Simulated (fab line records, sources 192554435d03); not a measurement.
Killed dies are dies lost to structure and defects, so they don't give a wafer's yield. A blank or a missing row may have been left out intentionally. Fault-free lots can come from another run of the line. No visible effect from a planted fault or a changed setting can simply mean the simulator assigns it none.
Matching of chambers ; flow n5Finfet ; N5_BEOL_M15_CMP_49 on cmp-02: 4 sister chambers
The step polishes, stops on SiO2, t overpolish 4.9 s, target thk 850 nm. 8 wafers are shown with their chamber, then 10 later ones without.

## WAFERS PAIRED WITH THEIR CHAMBERS
wafer;chamber;motorCurrentA (A);barrierFieldEndpointS (s)
L087.2;0;7.4;10.84
L089.1;3;7.2;11.39
L089.6;2;8.7;10.90
L091.1;2;8.7;10.79
L091.4;1;8.4;11.58
L091.6;3;7.5;11.23
L092.1;0;7.6;11.03
L092.4;1;8.4;11.47

## WAFERS WITH NO CHAMBER GIVEN
wafer;motorCurrentA (A);barrierFieldEndpointS (s)
L092.5;7.1;11.21
L094.1;7.5;10.92
L094.2;7.6;11.13
L094.5;8.6;10.93
L095.2;7.7;11.01
L095.3;8.0;11.28
L095.4;8.3;10.78
L097.2;7.9;11.40
L097.3;8.5;10.77
L097.4;7.7;10.78

## THE CHAMBER EACH PASSED THROUGH
wafer;from the rows above;in truth
L092.5;can't be placed: 3 or 0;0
L094.1;0;0
L094.2;can't be placed: 0 or 3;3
L094.5;2;2
L095.2;0;0
L095.3;can't be placed: 1 or 3 or 0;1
L095.4;2;2
L097.2;can't be placed: 1 or 3 or 0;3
L097.3;2;2
L097.4;0;0
Correctly placed: 6 of 10. Cannot be placed on the basis of these rows: 4; the candidates contain the true chamber in 4. Wrongly placed: 0.
How it was worked out, from the rows above alone: a wafer's distance from a chamber is the root of the sum, over the readings, of the square of ((its reading less the chamber's mean) divided by the reading's scatter). The wafer belongs to the nearest chamber; if the next one is less than 2 further off, it can't be placed. A chamber's mean is the mean of its shown wafers. The scatter is the square root of a quotient: the sum, over the shown wafers, of each reading's squared deviation from its chamber's mean, divided by wafers minus chambers.
